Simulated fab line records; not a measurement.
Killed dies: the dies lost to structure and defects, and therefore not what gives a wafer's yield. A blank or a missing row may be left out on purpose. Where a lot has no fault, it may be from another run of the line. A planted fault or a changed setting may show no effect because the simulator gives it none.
Which tool is to blame? || flow n5Finfet || 11 lots with 33 wafers sampled at 4 steps, on a route of 1938 steps

WHAT EACH GAUGE READ, for each wafer
No reading from a measuring or inspecting step in the record can be judged against a usual standard deviation.

TOOL THAT RAN EACH LOT (tool first, then ch and the chambers of the sampled wafers, then the start)
{"lot": "L633", "N5_BEOL_M9_TRENCH_ETCH_37": "rieDiel-06 ch 1,3, day 9 19:51 or earlier", "N5_BEOL_M9_DEGAS_44": "pvdSputter-02, day 9 19:51", "N5_BEOL_M9_CVD_78": "cvdCo-01 ch 0,1, day 9 20:23", "N5_BEOL_M9_CMP_52": "cmp-02 ch 1,2,3, day 9 21:14"}
{"lot": "L632", "N5_BEOL_M9_TRENCH_ETCH_37": "rieDiel-01 ch 0,2,3, day 9 20:07 or earlier", "N5_BEOL_M9_DEGAS_44": "pvdSputter-02, day 9 20:07", "N5_BEOL_M9_CVD_78": "cvdCo-02 ch 0,2, day 9 20:38", "N5_BEOL_M9_CMP_52": "cmp-02 ch 1,2, day 9 21:41"}
{"lot": "L634", "N5_BEOL_M9_TRENCH_ETCH_37": "rieDiel-06 ch 0,1,3, day 10 03:10 or earlier", "N5_BEOL_M9_DEGAS_44": "pvdSputter-03, day 10 03:10", "N5_BEOL_M9_CVD_78": "cvdCo-01 ch 0,2, day 10 03:47", "N5_BEOL_M9_CMP_52": "cmp-04 ch 0,1,2, day 10 04:33"}
{"lot": "L639", "N5_BEOL_M9_TRENCH_ETCH_37": "rieDiel-03 ch 0,1,2, day 11 20:00 or earlier", "N5_BEOL_M9_DEGAS_44": "pvdSputter-03, day 11 20:00", "N5_BEOL_M9_CVD_78": "cvdCo-01 ch 1,2, day 11 20:47", "N5_BEOL_M9_CMP_52": "cmp-01 ch 0,1,3, day 11 23:04"}
{"lot": "L640", "N5_BEOL_M9_TRENCH_ETCH_37": "rieDiel-06 ch 1,2,3, day 11 20:04 or earlier", "N5_BEOL_M9_DEGAS_44": "pvdSputter-02, day 11 20:04", "N5_BEOL_M9_CVD_78": "cvdCo-02 ch 0,2, day 11 20:50", "N5_BEOL_M9_CMP_52": "cmp-02 ch 0,1,3, day 11 22:58"}
{"lot": "L642", "N5_BEOL_M9_TRENCH_ETCH_37": "rieDiel-03 ch 1,3, day 12 07:01 or earlier", "N5_BEOL_M9_DEGAS_44": "pvdSputter-01, day 12 07:01", "N5_BEOL_M9_CVD_78": "cvdCo-01 ch 0,1,2, day 12 07:29", "N5_BEOL_M9_CMP_52": "cmp-01 ch 0,1,3, day 12 08:16"}
{"lot": "L650", "N5_BEOL_M9_TRENCH_ETCH_37": "rieDiel-06 ch 0,2,3, day 14 20:09 or earlier", "N5_BEOL_M9_DEGAS_44": "pvdSputter-03, day 14 20:09", "N5_BEOL_M9_CVD_78": "cvdCo-02 ch 0,1,2, day 14 21:00", "N5_BEOL_M9_CMP_52": "cmp-02 ch 0,1,3, day 14 21:50"}
{"lot": "L653", "N5_BEOL_M9_TRENCH_ETCH_37": "rieDiel-06 ch 1,3, day 15 10:28 or earlier", "N5_BEOL_M9_DEGAS_44": "pvdSputter-02, day 15 10:28", "N5_BEOL_M9_CVD_78": "cvdCo-01 ch 0,1,2, day 15 11:34", "N5_BEOL_M9_CMP_52": "cmp-02 ch 0,1,2, day 15 12:50"}
{"lot": "L652", "N5_BEOL_M9_TRENCH_ETCH_37": "rieDiel-03 ch 0,1,3, day 15 20:32 or earlier", "N5_BEOL_M9_DEGAS_44": "pvdSputter-02, day 15 20:32", "N5_BEOL_M9_CVD_78": "cvdCo-02 ch 0,1, day 15 21:02", "N5_BEOL_M9_CMP_52": "cmp-04 ch 1,2,3, day 15 22:07"}
{"lot": "L655", "N5_BEOL_M9_TRENCH_ETCH_37": "rieDiel-01 ch 1,2,3, day 16 02:36 or earlier", "N5_BEOL_M9_DEGAS_44": "pvdSputter-02, day 16 02:36", "N5_BEOL_M9_CVD_78": "cvdCo-01 ch 1,2, day 16 03:13", "N5_BEOL_M9_CMP_52": "cmp-02 ch 0,1,3, day 16 03:54"}
{"lot": "L654", "N5_BEOL_M9_TRENCH_ETCH_37": "rieDiel-06 ch 1,2,3, day 16 11:52 or earlier", "N5_BEOL_M9_DEGAS_44": "pvdSputter-02, day 16 11:52", "N5_BEOL_M9_CVD_78": "cvdCo-01 ch 0,2, day 16 12:52", "N5_BEOL_M9_CMP_52": "cmp-04 ch 0,3, day 16 13:46"}
- N5_BEOL_M9_TRENCH_ETCH_37: etches SiCOH lowk in C4F6/O2, target depth 151.43 nm, time 49 s.
- N5_BEOL_M9_DEGAS_44: time 60 s.
- N5_BEOL_M9_CVD_78: deposits Co from CCTBA/H2, target thk 2 nm, time 138.9 s.
- N5_BEOL_M9_CMP_52: polishes, stops on SiCOH lowk, t overpolish 7 s, target thk 140 nm.

WHAT THE TOOLS THEMSELVES READ (means of the sampled wafers that have a number; where no wafer has one, the mark that the record gives instead)
N5_BEOL_M9_TRENCH_ETCH_37. Usual: drypumpMotorCurrentA 5.6 A, standard deviation 0.54; oesProductAu 0.78 a.u., standard deviation 0.08; rfVppV 664 V, standard deviation 17; showerheadPlenumPTorr 2.83 Torr, standard deviation 0.081; throttleValvePct 20.92 %, standard deviation 0.25.
{"lot": "L633", "tool": "rieDiel-06", "drypumpMotorCurrentA (A)": 5.3, "oesProductAu (a.u.)": 0.74, "rfVppV (V)": 661, "showerheadPlenumPTorr (Torr)": 2.86, "throttleValvePct (%)": 20.90, "flag": ""}
{"lot": "L632", "tool": "rieDiel-01", "drypumpMotorCurrentA (A)": 5.7, "oesProductAu (a.u.)": 0.76, "rfVppV (V)": 652, "showerheadPlenumPTorr (Torr)": 2.82, "throttleValvePct (%)": 21.14, "flag": ""}
{"lot": "L634", "tool": "rieDiel-06", "drypumpMotorCurrentA (A)": 5.7, "oesProductAu (a.u.)": 0.75, "rfVppV (V)": 671, "showerheadPlenumPTorr (Torr)": 2.84, "throttleValvePct (%)": 20.98, "flag": ""}
{"lot": "L639", "tool": "rieDiel-03", "drypumpMotorCurrentA (A)": 6.3, "oesProductAu (a.u.)": 0.92, "rfVppV (V)": 670, "showerheadPlenumPTorr (Torr)": 2.86, "throttleValvePct (%)": 20.67, "flag": ""}
{"lot": "L640", "tool": "rieDiel-06", "drypumpMotorCurrentA (A)": 5.3, "oesProductAu (a.u.)": 0.78, "rfVppV (V)": 673, "showerheadPlenumPTorr (Torr)": 2.85, "throttleValvePct (%)": 20.78, "flag": ""}
{"lot": "L642", "tool": "rieDiel-03", "drypumpMotorCurrentA (A)": 5.5, "oesProductAu (a.u.)": 0.75, "rfVppV (V)": 656, "showerheadPlenumPTorr (Torr)": 2.90, "throttleValvePct (%)": 20.97, "flag": ""}
{"lot": "L650", "tool": "rieDiel-06", "drypumpMotorCurrentA (A)": 5.7, "oesProductAu (a.u.)": 0.78, "rfVppV (V)": 681, "showerheadPlenumPTorr (Torr)": 2.81, "throttleValvePct (%)": 20.88, "flag": ""}
{"lot": "L653", "tool": "rieDiel-06", "drypumpMotorCurrentA (A)": 5.3, "oesProductAu (a.u.)": 0.90, "rfVppV (V)": 661, "showerheadPlenumPTorr (Torr)": 2.85, "throttleValvePct (%)": 20.71, "flag": ""}
{"lot": "L652", "tool": "rieDiel-03", "drypumpMotorCurrentA (A)": 5.9, "oesProductAu (a.u.)": 0.89, "rfVppV (V)": 666, "showerheadPlenumPTorr (Torr)": 2.88, "throttleValvePct (%)": 20.69, "flag": ""}
{"lot": "L655", "tool": "rieDiel-01", "drypumpMotorCurrentA (A)": 5.6, "oesProductAu (a.u.)": 0.70, "rfVppV (V)": 654, "showerheadPlenumPTorr (Torr)": 2.82, "throttleValvePct (%)": 21.06, "flag": ""}
{"lot": "L654", "tool": "rieDiel-06", "drypumpMotorCurrentA (A)": 5.3, "oesProductAu (a.u.)": 0.84, "rfVppV (V)": 672, "showerheadPlenumPTorr (Torr)": 2.84, "throttleValvePct (%)": 20.69, "flag": ""}

N5_BEOL_M9_DEGAS_44. Usual: heaterPowerW 329 W, standard deviation 33.
{"lot": "L633", "tool": "pvdSputter-02", "heaterPowerW (W)": 371, "flag": ""}
{"lot": "L632", "tool": "pvdSputter-02", "heaterPowerW (W)": 321, "flag": ""}
{"lot": "L634", "tool": "pvdSputter-03", "heaterPowerW (W)": 325, "flag": ""}
{"lot": "L639", "tool": "pvdSputter-03", "heaterPowerW (W)": 327, "flag": ""}
{"lot": "L640", "tool": "pvdSputter-02", "heaterPowerW (W)": 346, "flag": ""}
{"lot": "L642", "tool": "pvdSputter-01", "heaterPowerW (W)": 322, "flag": ""}
{"lot": "L650", "tool": "pvdSputter-03", "heaterPowerW (W)": 336, "flag": ""}
{"lot": "L653", "tool": "pvdSputter-02", "heaterPowerW (W)": 343, "flag": ""}
{"lot": "L652", "tool": "pvdSputter-02", "heaterPowerW (W)": 320, "flag": ""}
{"lot": "L655", "tool": "pvdSputter-02", "heaterPowerW (W)": 324, "flag": ""}
{"lot": "L654", "tool": "pvdSputter-02", "heaterPowerW (W)": 319, "flag": ""}

N5_BEOL_M9_CVD_78. Usual: runLengthS 161.6 s, standard deviation 0.47.
{"lot": "L633", "tool": "cvdCo-01", "runLengthS (s)": 161.2, "flag": ""}
{"lot": "L632", "tool": "cvdCo-02", "runLengthS (s)": 162.5, "flag": ""}
{"lot": "L634", "tool": "cvdCo-01", "runLengthS (s)": 161.2, "flag": ""}
{"lot": "L639", "tool": "cvdCo-01", "runLengthS (s)": 102.1, "flag": "OFF"}
{"lot": "L640", "tool": "cvdCo-02", "runLengthS (s)": 162.3, "flag": ""}
{"lot": "L642", "tool": "cvdCo-01", "runLengthS (s)": 102.4, "flag": "OFF"}
{"lot": "L650", "tool": "cvdCo-02", "runLengthS (s)": 162.0, "flag": ""}
{"lot": "L653", "tool": "cvdCo-01", "runLengthS (s)": 161.6, "flag": ""}
{"lot": "L652", "tool": "cvdCo-02", "runLengthS (s)": 161.8, "flag": ""}
{"lot": "L655", "tool": "cvdCo-01", "runLengthS (s)": 161.3, "flag": ""}
{"lot": "L654", "tool": "cvdCo-01", "runLengthS (s)": 161.3, "flag": ""}

N5_BEOL_M9_CMP_52. Usual: barrierFieldEndpointS 28.7 s, standard deviation 0.8; motorCurrentA 6.0 A, standard deviation 0.47; overpolishRunS 7.000 s, standard deviation 0.0078; slurryFilterDpKPa 13.50 kPa, standard deviation 0.13; timeToEndpointS 65 s, standard deviation 3.6.
{"lot": "L633", "tool": "cmp-02", "barrierFieldEndpointS (s)": 28.3, "motorCurrentA (A)": 5.6, "overpolishRunS (s)": 7.006, "slurryFilterDpKPa (kPa)": 13.45, "timeToEndpointS (s)": 65, "flag": ""}
{"lot": "L632", "tool": "cmp-02", "barrierFieldEndpointS (s)": 28.7, "motorCurrentA (A)": 5.5, "overpolishRunS (s)": 6.996, "slurryFilterDpKPa (kPa)": 13.50, "timeToEndpointS (s)": 64, "flag": ""}
{"lot": "L634", "tool": "cmp-04", "barrierFieldEndpointS (s)": 29.0, "motorCurrentA (A)": 6.0, "overpolishRunS (s)": 6.999, "slurryFilterDpKPa (kPa)": 13.39, "timeToEndpointS (s)": 65, "flag": ""}
{"lot": "L639", "tool": "cmp-01", "barrierFieldEndpointS (s)": 28.6, "motorCurrentA (A)": 6.3, "overpolishRunS (s)": 6.996, "slurryFilterDpKPa (kPa)": 13.55, "timeToEndpointS (s)": 63, "flag": ""}
{"lot": "L640", "tool": "cmp-02", "barrierFieldEndpointS (s)": 28.1, "motorCurrentA (A)": 5.9, "overpolishRunS (s)": 7.009, "slurryFilterDpKPa (kPa)": 13.57, "timeToEndpointS (s)": 65, "flag": ""}
{"lot": "L642", "tool": "cmp-01", "barrierFieldEndpointS (s)": 28.3, "motorCurrentA (A)": 6.2, "overpolishRunS (s)": 6.998, "slurryFilterDpKPa (kPa)": 13.58, "timeToEndpointS (s)": 64, "flag": ""}
{"lot": "L650", "tool": "cmp-02", "barrierFieldEndpointS (s)": 28.7, "motorCurrentA (A)": 5.8, "overpolishRunS (s)": 6.996, "slurryFilterDpKPa (kPa)": 13.43, "timeToEndpointS (s)": 64, "flag": ""}
{"lot": "L653", "tool": "cmp-02", "barrierFieldEndpointS (s)": 27.9, "motorCurrentA (A)": 5.6, "overpolishRunS (s)": 6.998, "slurryFilterDpKPa (kPa)": 13.41, "timeToEndpointS (s)": 62, "flag": ""}
{"lot": "L652", "tool": "cmp-04", "barrierFieldEndpointS (s)": 28.9, "motorCurrentA (A)": 6.3, "overpolishRunS (s)": 7.000, "slurryFilterDpKPa (kPa)": 13.53, "timeToEndpointS (s)": 68, "flag": ""}
{"lot": "L655", "tool": "cmp-02", "barrierFieldEndpointS (s)": 28.7, "motorCurrentA (A)": 5.9, "overpolishRunS (s)": 6.998, "slurryFilterDpKPa (kPa)": 13.48, "timeToEndpointS (s)": 66, "flag": ""}
{"lot": "L654", "tool": "cmp-04", "barrierFieldEndpointS (s)": 29.1, "motorCurrentA (A)": 6.1, "overpolishRunS (s)": 7.004, "slurryFilterDpKPa (kPa)": 13.44, "timeToEndpointS (s)": 67, "flag": ""}

THE ANSWER, worked out from the rows above alone
Rule: a lot counts as off when the mean over its wafers that have a number is more than 3 standard deviations away from the usual mean. A lot without any number at a reading at which 4 lots or more have one is off too. Where the step has rows for the other lots, those lots are counted as sound. Order of review: gauges by route order, followed by the tools' own readings, for which a lot's mean as printed above is used. The first step at which some lot is off is used, and at that step the reading that is off furthest; a lot without a number counts as furthest.
Off, at N5_BEOL_M9_CVD_78 on runLengthS: L639, L642.
A tool fits if, at that step or a process step before it, it ran every lot that is off, and no sound lot after the first of them. N5_BEOL_M9_TRENCH_ETCH_37 gives no start for some lots, so the hours and the order of its lots are those of N5_BEOL_M9_DEGAS_44. Not one of the candidates tried fits.

WHAT THE SIMULATOR PUT IN
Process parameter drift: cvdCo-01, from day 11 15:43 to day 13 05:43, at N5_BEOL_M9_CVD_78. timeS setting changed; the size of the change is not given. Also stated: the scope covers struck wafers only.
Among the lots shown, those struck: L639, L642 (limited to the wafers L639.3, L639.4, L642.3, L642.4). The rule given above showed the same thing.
